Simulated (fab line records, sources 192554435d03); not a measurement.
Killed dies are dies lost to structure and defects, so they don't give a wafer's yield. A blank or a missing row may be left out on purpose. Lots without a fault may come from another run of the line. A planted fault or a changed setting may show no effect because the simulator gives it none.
Chamber matching | flow n5_finfet | N5_BEOL_M13_ILD_DEP_00 on pecvd-02: 3 sister chambers
The step deposits SiOC from DEMS/O2, target thk 837.92 nm, time 166.4 s. 18 wafers are shown with their chamber, then 9 later ones without.

WAFERS WITH THEIR CHAMBER
wafer  | chamber | showerhead_vpp_V (V) | throttle_valve_pct (%) | heater_power_w (W)
L075.1 | 0       | 1440                 | 12.9                   | 559
L075.3 | 2       | 1370                 | 11.7                   | 434
L075.6 | 2       | 1370                 | 11.7                   | 462
L080.1 | 2       | 1387                 | 12.0                   | 484
L080.4 | 0       | 1439                 | 12.8                   | 469
L080.5 | 1       | 1357                 | 12.4                   | 543
L082.1 | 2       | 1388                 | 11.7                   | 447
L082.2 | 0       | 1464                 | 12.9                   | 538
L082.5 | 1       | 1372                 | 12.2                   | 423
L084.1 | 2       | 1347                 | 11.9                   | 450
L084.2 | 1       | 1370                 | 12.4                   | 515
L084.3 | 0       | 1445                 | 12.7                   | 582
L085.1 | 1       | 1360                 | 12.0                   | 519
L085.2 | 2       | 1365                 | 11.7                   | 483
L085.3 | 0       | 1453                 | 12.7                   | 500
L091.1 | 2       | 1360                 | 11.7                   | 486
L091.2 | 0       | 1454                 | 13.0                   | 572
L091.6 | 1       | 1349                 | 12.1                   | 502

SIGNATURES (means of the wafers above)
reading            | chamber 0 | chamber 1 | chamber 2 | scatter within a chamber
showerhead_vpp_V   | 1449.17   | 1361.60   | 1369.57   | 11.8
throttle_valve_pct | 12.833    | 12.220    | 11.771    | 0.14
heater_power_w     | 536.67    | 500.40    | 463.71    | 37.2
Rule: a wafer's distance from a chamber is the root of the sum, over the readings, of the square of ((its reading less the chamber's mean) divided by the reading's scatter). The wafer belongs to the nearest chamber; if the next one is less than 2 further off, it can't be placed. The scatter: the root of (the sum of the squares of (reading less its chamber's mean) over the shown wafers, divided by (wafers less chambers)).

WAFERS WITHOUT THEIR CHAMBER
wafer  | showerhead_vpp_V (V) | throttle_valve_pct (%) | heater_power_w (W)
L090.1 | 1461                 | 12.8                   | 564
L090.3 | 1378                 | 11.7                   | 449
L090.4 | 1366                 | 12.3                   | 478
L096.1 | 1369                 | 12.1                   | 504
L096.2 | 1478                 | 12.7                   | 571
L096.5 | 1467                 | 12.9                   | 484
L097.1 | 1342                 | 11.9                   | 478
L097.2 | 1428                 | 12.8                   | 533
L097.5 | 1477                 | 12.9                   | 556

WHICH CHAMBER EACH WENT THROUGH
wafer  | from the rows above     | in truth
L090.1 | 0                       | 0
L090.3 | 2                       | 2
L090.4 | 1                       | 1
L096.1 | can't be placed: 1 or 2 | 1
L096.2 | 0                       | 0
L096.5 | 0                       | 0
L097.1 | can't be placed: 2 or 1 | 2
L097.2 | 0                       | 0
L097.5 | 0                       | 0
Placed correctly: 7 of 9. Can't be placed from these rows: 2 (the true chamber is among the candidates in 2). Placed wrongly: 0.
